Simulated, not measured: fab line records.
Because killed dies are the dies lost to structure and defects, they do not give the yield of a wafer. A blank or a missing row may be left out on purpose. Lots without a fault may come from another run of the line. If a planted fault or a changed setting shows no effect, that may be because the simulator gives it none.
Split-lot trial -- flow n5 finfet -- 39 wafers read across 7 lots, on a route 1938 steps long

## THE SPLIT ITSELF
At N5_BEOL_M12_ETCH_68 (etches SOC in N2/H2, time 285 s), the setting target depth a was moved away from the recipe's 5700 angstrom on 12 of the 39 wafers read, by -53.4% to +22.6%. All remaining wafers had this setting at the recipe value.

The reading is taken at the split's own step.

## THE READING
SiARC_of_BEOL_M12_COAT_66.thk nm (the simulator's own value, which no gauge read), in nm, at N5_BEOL_M12_ETCH_68 (etches SOC in N2/H2, time 285 s). No usual value for it is given in the file. Here, 27 wafers ran the recipe; their average is 85.6 nm with a standard deviation of 0.47 nm.

wafer,"tool, chamber at the split","target depth a as run, angstrom",against the recipe,"SiARC_of_BEOL_M12_COAT_66.thk nm, nm",against lot-mates on the recipe
L077.1,"rie diel-02, 1,0,3",5700,recipe,85.6,-
L077.3,"rie diel-02, 1,0,3",5700,recipe,85.6,-
L077.4,"rie diel-02, 1,0,3",5700,recipe,85.6,-
L077.2,"rie diel-02, 2",5700,recipe,85.2,-
L077.5,"rie diel-02, 3",5700,recipe,85.8,-
L077.6,"rie diel-02, 0",5700,recipe,86,-
L079.3,"rie diel-05, 3",5700,recipe,85.8,-
L079.4,"rie diel-05, 1",5700,recipe,85.4,-
L079.5,"rie diel-05, 2",5700,recipe,84.8,-
L083.1,"rie diel-03, 2",4743,-16.8%,89.8,+3.9
L083.2,"rie diel-03, 3",4743,-16.8%,90,+4.1
L083.3,"rie diel-03, 0",5700,recipe,85.6,-
L083.4,"rie diel-03, 1",4743,-16.8%,90.6,+4.7
L083.5,"rie diel-03, 2",5700,recipe,85.8,-
L083.6,"rie diel-03, 1",5700,recipe,86.4,-
L086.1,"rie diel-03, 3",6990,+22.6%,80.2,-6.0
L086.2,"rie diel-03, 1",5700,recipe,86.4,-
L086.3,"rie diel-03, 0",6990,+22.6%,80,-6.2
L086.4,"rie diel-03, 2",5700,recipe,85.6,-
L086.5,"rie diel-03, 1",5700,recipe,86.6,-
L086.6,"rie diel-03, 0",6990,+22.6%,80.4,-5.8
L084.1,"rie diel-03, 3",5700,recipe,86.4,-
L084.2,"rie diel-03, 2,0",5700,recipe,85.8,-
L084.6,"rie diel-03, 2,0",5700,recipe,85.8,-
L084.3,"rie diel-03, 1",2655,-53.4%,99,+13.0
L084.5,"rie diel-03, 1",2655,-53.4%,99,+13.0
L084.4,"rie diel-03, 0",2655,-53.4%,98.6,+12.6
L092.1,"rie diel-05, 2",5700,recipe,85.2,-
L092.3,"rie diel-05, 2",5700,recipe,85.2,-
L092.2,"rie diel-05, 0",5700,recipe,86,-
L092.4,"rie diel-05, 0",5700,recipe,85.4,-
L092.5,"rie diel-05, 0",5700,recipe,85.8,-
L092.6,"rie diel-05, 2",5700,recipe,85,-
L095.1,"rie diel-02, 3,3,2",2727,-52.2%,97.8,+12.7
L095.4,"rie diel-02, 3,3,2",2727,-52.2%,97.8,+12.7
L095.5,"rie diel-02, 3,3,2",2727,-52.2%,97.8,+12.7
L095.2,"rie diel-02, 2",5700,recipe,85.2,-
L095.3,"rie diel-02, 1",5700,recipe,85,-
L095.6,"rie diel-02, 1",5700,recipe,85,-
The file does not say which wafer passed through which chamber wherever a row lists several chambers: such a row stands for several wafers.

THE FIT
A straight line over all 39 wafers: SiARC_of_BEOL_M12_COAT_66.thk nm changes by -0.241 nm for each +1% of target depth a; r = -1.00; the points scatter about the line by 0.46 nm.
The same after taking each lot's own level away (the mean of its wafers on the recipe; 39 wafers): -0.245 nm for each +1%; r = -1.00; scatter 0.33 nm.
The reading moves by 13 nm for the largest change in target depth a, on that fit.
The span of the lots' own levels, 85.07 to 86.20 nm, comes to 2.4 times the standard deviation stated above.
So the lot-to-lot level changes the slope little: the two slopes agree.
Check: with one of the wafers moved furthest among these (-53.4%) left out of the fit, the line predicts +13.1 nm for it against its lot-mates. It came out at +13 nm against them.

## THE FILE'S OWN FIT
SiARC_of_BEOL_M12_COAT_66.thk nm changes by -0.245 nm for each +1% of target depth a, r = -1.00.
